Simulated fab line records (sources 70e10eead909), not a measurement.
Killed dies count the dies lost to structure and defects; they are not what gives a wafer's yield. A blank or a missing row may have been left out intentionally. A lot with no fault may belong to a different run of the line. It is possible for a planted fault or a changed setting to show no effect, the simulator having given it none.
Which of the tools did it? + flow nand harc + 12 lots, 36 wafers sampled, at 5 steps of a route of 1302

WHAT THE GAUGES SHOWED, per wafer
NHARC_A_CHANNEL_HOLE_D1_INSPECT_12. Usual: raw defect count reads 5.5 (standard deviation 2.8).
| lot  | measured     | on                | raw defect count | flag |
|------|--------------|-------------------|------------------|------|
| L633 | day 8 19:31  | defect inspect-01 | 5 8 6            |      |
| L634 | day 9 02:13  | defect inspect-02 | 7 5 2            |      |
| L635 | day 9 04:20  | defect inspect-02 | 4 4 2            |      |
| L636 | day 10 19:16 | defect inspect-01 | 8 2 4            |      |
| L641 | day 11 21:38 | defect inspect-01 | 8 5 6            |      |
| L644 | day 12 21:26 | defect inspect-02 | 4 6 4            |      |
| L645 | day 13 01:41 | defect inspect-01 | 8 10 7           |      |
| L646 | day 14 02:07 | defect inspect-01 | 6 3 10           |      |
| L649 | day 15 07:41 | defect inspect-01 | 8 4 7            |      |
| L654 | day 17 06:47 | defect inspect-01 | 7 4 6            |      |
| L655 | day 17 20:26 | defect inspect-01 | 2 7 4            |      |
| L656 | day 18 16:35 | defect inspect-01 | 8 3 7            |      |

NHARC_END_SORT_01. Usual: killed at array 56, standard deviation 21; killed at other 0.8, standard deviation 1; killed at periphery 3.6, standard deviation 2.8; killed dies 60, standard deviation 20; killed open 3.2, standard deviation 1.9; killed short 2.4, standard deviation 1.6.
| lot  | measured     | on        | killed at array | killed at other | killed at periphery | killed dies | killed open | killed short | flag |
|------|--------------|-----------|-----------------|-----------------|---------------------|-------------|-------------|--------------|------|
| L646 | day 30 00:39 | prober-01 | 78 93 65        | 0 0 2           | 2 3 1               | 80 96 68    | 2 7 4       | 1 5 3        |      |

WHAT TOOL EACH LOT RAN ON (gives the tool, then ch and the chambers of the sampled wafers, and finally the start)
| lot  | NHARC_A_CHANNEL_HOLE_D1_ETCH_26  | NHARC_A_CHANNEL_HOLE_D1_ETCH_44    | NHARC_A_CHANNEL_FILL_D1_ALD_15      |
|------|----------------------------------|------------------------------------|-------------------------------------|
| L633 | har etch-02 ch 0, day 9 00:34    | rie diel-11 ch 1,2,3, day 9 01:31  | ald sin batch-01 ch 0, day 9 13:04  |
| L634 | har etch-01 ch 0,1, day 9 10:36  | rie diel-01 ch 0,3, day 9 11:31    | ald sin batch-01 ch 0, day 10 02:43 |
| L635 | har etch-02 ch 0,1, day 9 13:01  | rie diel-11 ch 0,2,3, day 9 13:59  | ald sin batch-01 ch 0, day 10 02:43 |
| L636 | har etch-01 ch 0,1, day 11 00:29 | rie diel-11 ch 0,2,3, day 11 01:23 | ald sin batch-03 ch 0, day 11 12:44 |
| L641 | har etch-01 ch 0,1, day 12 03:11 | rie diel-01 ch 1,2,3, day 12 04:08 | ald sin batch-03 ch 0, day 12 15:23 |
| L644 | har etch-01 ch 1, day 13 02:38   | rie diel-11 ch 0,2,3, day 13 03:34 | ald sin batch-03 ch 0, day 13 14:34 |
| L645 | har etch-01 ch 0,1, day 13 06:47 | rie diel-11 ch 0,2,3, day 13 07:44 | ald sin batch-03 ch 0, day 13 21:30 |
| L646 | har etch-02 ch 0,1, day 14 09:22 | rie diel-11 ch 0,1,3, day 14 10:18 | ald sin batch-03 ch 0, day 14 21:40 |
| L649 | har etch-02 ch 0,1, day 15 14:28 | rie diel-11 ch 1,2,3, day 15 15:25 | ald sin batch-02 ch 0, day 16 01:16 |
| L654 | har etch-01 ch 0,1, day 17 21:19 | rie diel-11 ch 2,3, day 17 22:16   | ald sin batch-03 ch 0, day 18 09:35 |
| L655 | har etch-02 ch 0,1, day 18 01:26 | rie diel-11 ch 0,2,3, day 18 02:23 | ald sin batch-02 ch 0, day 18 13:58 |
| L656 | har etch-02 ch 0,1, day 18 21:41 | rie diel-11 ch 0,1,3, day 18 22:35 | ald sin batch-01 ch 0, day 19 09:58 |
- NHARC_A_CHANNEL_HOLE_D1_ETCH_26: etches the open film in C4F8/O2/Ar, time 224.1 s, target depth 300 nm.
- NHARC_A_CHANNEL_HOLE_D1_ETCH_44: etches the open film in CF4/O2, target depth 140 nm, overetch 14 nm, time 77 s.
- NHARC_A_CHANNEL_FILL_D1_ALD_15: deposits SiNx, target thk 2 nm, pulse time 60 s, ald cycles 19.

AS READ BY THE TOOLS THEMSELVES (means over the sampled wafers that have a number; for cases with no such wafer, the mark the record gives instead)
NHARC_A_CHANNEL_HOLE_D1_ETCH_26. Usual: c4f8 flow sccm 11.40 sccm, standard deviation 0.039; drypump motor current A 5.8 A, standard deviation 0.41; showerhead plenum p Torr 3.73 Torr, standard deviation 0.099; throttle valve pct 24.584 %, standard deviation 0.0095.
| lot  | tool        | c4f8 flow sccm (sccm) | drypump motor current A (A) | showerhead plenum p Torr (Torr) | throttle valve pct (%) | flag |
|------|-------------|-----------------------|-----------------------------|---------------------------------|------------------------|------|
| L633 | har etch-02 | 11.44                 | 6.2                         | 3.60                            | 24.587                 |      |
| L634 | har etch-01 | 11.39                 | 5.9                         | 3.76                            | 24.585                 |      |
| L635 | har etch-02 | 11.38                 | 5.5                         | 3.74                            | 24.583                 |      |
| L636 | har etch-01 | 11.36                 | 5.9                         | 3.75                            | 24.587                 |      |
| L641 | har etch-01 | 11.43                 | 5.9                         | 3.75                            | 24.582                 |      |
| L644 | har etch-01 | 11.39                 | 5.9                         | 3.74                            | 24.589                 |      |
| L645 | har etch-01 | 11.43                 | 5.9                         | 3.74                            | 24.580                 |      |
| L646 | har etch-02 | 11.36                 | 5.5                         | 3.70                            | 24.584                 |      |
| L649 | har etch-02 | 11.40                 | 5.8                         | 3.62                            | 24.594                 |      |
| L654 | har etch-01 | 11.40                 | 5.9                         | 3.70                            | 24.580                 |      |
| L655 | har etch-02 | 11.36                 | 5.9                         | 3.91                            | 24.584                 |      |
| L656 | har etch-02 | 11.39                 | 5.5                         | 3.82                            | 24.587                 |      |

NHARC_A_CHANNEL_HOLE_D1_ETCH_44. Usual: drypump motor current A 5.9 A, standard deviation 0.33; oes_o_777_au 1.000 a.u., standard deviation 0.0045; oes product au 1.006 a.u., standard deviation 0.011; rf vpp V 197.4 V, standard deviation 1.3; showerhead plenum p Torr 1.32 Torr, standard deviation 0.046; throttle valve pct 13.399 %, standard deviation 0.0095.
| lot  | tool        | drypump motor current A (A) | oes_o_777_au (a.u.) | oes product au (a.u.) | rf vpp V (V) | showerhead plenum p Torr (Torr) | throttle valve pct (%) | flag |
|------|-------------|-----------------------------|---------------------|-----------------------|--------------|---------------------------------|------------------------|------|
| L633 | rie diel-11 | 5.8                         | 0.998               | 1.002                 | 197.5        | 1.31                            | 13.405                 |      |
| L634 | rie diel-01 | 5.7                         | 1.003               | 1.020                 | 195.7        | 1.27                            | 13.404                 |      |
| L635 | rie diel-11 | 5.8                         | 1.003               | 1.005                 | 197.1        | 1.30                            | 13.397                 |      |
| L636 | rie diel-11 | 5.8                         | 0.999               | 1.010                 | 196.6        | 1.30                            | 13.399                 |      |
| L641 | rie diel-01 | 5.8                         | 0.998               | 1.007                 | 197.4        | 1.35                            | 13.389                 |      |
| L644 | rie diel-11 | 5.8                         | 1.000               | 1.006                 | 197.6        | 1.30                            | 13.407                 |      |
| L645 | rie diel-11 | 5.8                         | 1.001               | 1.016                 | 197.2        | 1.30                            | 13.393                 |      |
| L646 | rie diel-11 | 5.9                         | 1.005               | 0.997                 | 197.5        | 1.30                            | 13.402                 |      |
| L649 | rie diel-11 | 5.8                         | 0.998               | 1.007                 | 197.8        | 1.31                            | 13.388                 |      |
| L654 | rie diel-11 | 5.7                         | 0.996               | 1.013                 | 196.7        | 1.31                            | 13.404                 |      |
| L655 | rie diel-11 | 5.8                         | 1.003               | 1.015                 | 196.5        | 1.30                            | 13.405                 |      |
| L656 | rie diel-11 | 5.9                         | 1.002               | 1.001                 | 197.8        | 1.30                            | 13.399                 |      |

NHARC_A_CHANNEL_FILL_D1_ALD_15. Usual: precursor pulse height rel reads 1.000 (standard deviation 0.022).
| lot  | tool             | precursor pulse height rel | flag |
|------|------------------|----------------------------|------|
| L633 | ald sin batch-01 | 0.989                      |      |
| L634 | ald sin batch-01 | 1.004                      |      |
| L635 | ald sin batch-01 | 1.003                      |      |
| L636 | ald sin batch-03 | 0.994                      |      |
| L641 | ald sin batch-03 | 0.989                      |      |
| L644 | ald sin batch-03 | 0.969                      |      |
| L645 | ald sin batch-03 | 1.012                      |      |
| L646 | ald sin batch-03 | 0.987                      |      |
| L649 | ald sin batch-02 | 1.023                      |      |
| L654 | ald sin batch-03 | 1.014                      |      |
| L655 | ald sin batch-02 | 1.001                      |      |
| L656 | ald sin batch-01 | 0.976                      |      |

THE ANSWER, worked out from the rows above alone
Rule: a lot is off if the mean of its wafers that have a number lies more than 3 standard deviations from the usual mean. Also off: a lot with no number at a reading for which 4 or more lots have one. All remaining lots with rows at the step are treated as sound. First the gauges in route order, then the tools' own readings, where a lot's mean is used as printed above. The first step at which some lot is off is used, and at that step the reading that is off furthest; a lot without a number counts as furthest.
Across all readings shown, no lot is off: no conclusion can be drawn from this.

WHAT THE SIMULATOR HAD PUT IN
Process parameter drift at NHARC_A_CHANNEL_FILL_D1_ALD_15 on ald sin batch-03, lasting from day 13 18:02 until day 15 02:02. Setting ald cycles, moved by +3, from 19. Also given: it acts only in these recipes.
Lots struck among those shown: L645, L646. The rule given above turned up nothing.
